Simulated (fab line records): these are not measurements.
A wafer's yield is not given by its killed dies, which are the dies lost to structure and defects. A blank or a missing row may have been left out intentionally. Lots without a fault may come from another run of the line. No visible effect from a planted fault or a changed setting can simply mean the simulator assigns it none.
3 desks, one fault | flow n5 finfet | every desk sees just its own numbers, and what lay behind them comes last

## THE DEFECT DESK
What the inspections along the route counted, lot by lot: means of the sampled wafers that have a number. If a lot's mean is further than 4 standard deviations from the usual mean, the lot is out of limits and carries the mark OUT (the distance appears in the brackets).
Columns: A = raw defect count at N5_BEOL_M5_INSPECT_30, usual 474
lot  | first seen here | A
L770 | day 8 21:31     | 495
L775 | day 9 10:16     | 503
L780 | day 10 18:48    | 537
L782 | day 11 21:32    | 314
L784 | day 11 21:46    | 673
L781 | day 12 00:11    | 499
L791 | day 13 14:57    | 495
L792 | day 14 01:43    | 460
This desk's verdict: no lot among the 8 shows anything out of limits.

## AT THE TOOL OWNER'S DESK: rie metal-01
The tool's own readings at N5_BEOL_M5_HM_OPEN_17 (chemistry Cl2/BCl3, target TiN, target depth 20 nm, overetch 6 nm): means of the sampled wafers that have a number, for each lot that ran on this tool. If a lot's mean is further than 4 standard deviations from the usual mean, the lot is out of limits and carries the mark OUT (the distance appears in the brackets).
Columns: A = drypump motor current A at N5_BEOL_M5_HM_OPEN_17, usual 6.0 A; B = oes product au at N5_BEOL_M5_HM_OPEN_17, usual 0.65 a.u.; C = throttle valve pct at N5_BEOL_M5_HM_OPEN_17, usual 22.12 %
lot  | first seen here | A   | B    | C
L770 | day 8 18:04     | 6.3 | 0.68 | 21.87
L775 | day 9 06:35     | 6.3 | 0.72 | 21.72
L782 | day 11 20:08    | 6.3 | 0.65 | 21.92
L784 | day 11 20:19    | 6.2 | 0.53 | 22.34
L781 | day 11 23:12    | 6.3 | 0.63 | 21.94
This desk's verdict: no lot among the 5 shows anything out of limits.

## AT THE METROLOGY DESK
What the gauges read, lot by lot, whatever tool the lot ran on: means of the sampled wafers that have a number. If a lot's mean is further than 4 standard deviations from the usual mean, the lot is out of limits and carries the mark OUT (the distance appears in the brackets). It has 13 readings, of which 7 appear: the earliest out of limits, and the ones furthest out on some lot.
Columns: A = DIBL_N at N5_BEOL_M4_RC_MEAS_101, usual 36.5 mV/V; B = IOFF_P at N5_BEOL_M4_RC_MEAS_101, usual 0.21 nA/um; C = ION_N at N5_BEOL_M4_RC_MEAS_101, usual 672 uA/um; D = SS_N at N5_BEOL_M4_RC_MEAS_101, usual 71.6 mV/dec; E = VT_N at N5_BEOL_M4_RC_MEAS_101, usual 250 mV; F = VT_P at N5_BEOL_M4_RC_MEAS_101, usual -250.5 mV; G = trench depth nm at N5_BEOL_M5_OCD_MEAS_38, usual 71.1 nm
lot  | first seen here | A    | B    | C   | D    | E   | F      | G
L770 | day 8 14:59     | 33.1 | 0.18 | 668 | 70.9 | 252 | -251.3 | 70.8
L775 | day 9 02:56     | 33.4 | 0.17 | 675 | 70.3 | 253 | -252.8 | 71.5
L780 | day 10 13:52    | 33.3 | 0.17 | 651 | 71.5 | 256 | -252.3 | 70.5
L782 | day 11 17:28    | 38.8 | 0.26 | 686 | 72.3 | 245 | -248.0 | 71.0
L784 | day 11 17:46    | 37.9 | 0.22 | 660 | 72.5 | 252 | -250.3 | 26.3 (-32) OUT
L781 | day 11 20:26    | 36.0 | 0.22 | 674 | 71.1 | 250 | -247.3 | 49.2 (-16) OUT
L791 | day 13 09:34    | 36.8 | 0.23 | 683 | 71.3 | 248 | -248.0 | 71.9
L792 | day 13 21:25    | 37.8 | 0.27 | 679 | 72.1 | 246 | -245.0 | 71.7
This desk's verdict: out of limits on L781, L784, starting with L784 at day 11 22:32 (trench depth nm at N5_BEOL_M5_OCD_MEAS_38). In limits: L770, L775, L780, L782, L791, L792.

## PUT TOGETHER
At day 11 22:32 the metrology desk could have sounded an alarm, on L781, L784.
Nothing the defect desk looked at was out of limits.
The desk of the tool owner found nothing out of limits.
The defect desk has L781, L784 on record, within its limits.
The tool owner's desk has L781, L784 on record, within its limits.
Of the lots named, all ran N5_BEOL_M5_HM_OPEN_17 on rie metal-01.

## WHAT WAS PUT IN BY THE SIMULATOR
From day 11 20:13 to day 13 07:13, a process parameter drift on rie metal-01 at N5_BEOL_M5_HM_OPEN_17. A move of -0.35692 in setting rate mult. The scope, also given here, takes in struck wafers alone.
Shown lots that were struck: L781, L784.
Hours from the fault's start to each desk's first reading out of limits: the metrology desk, 2.
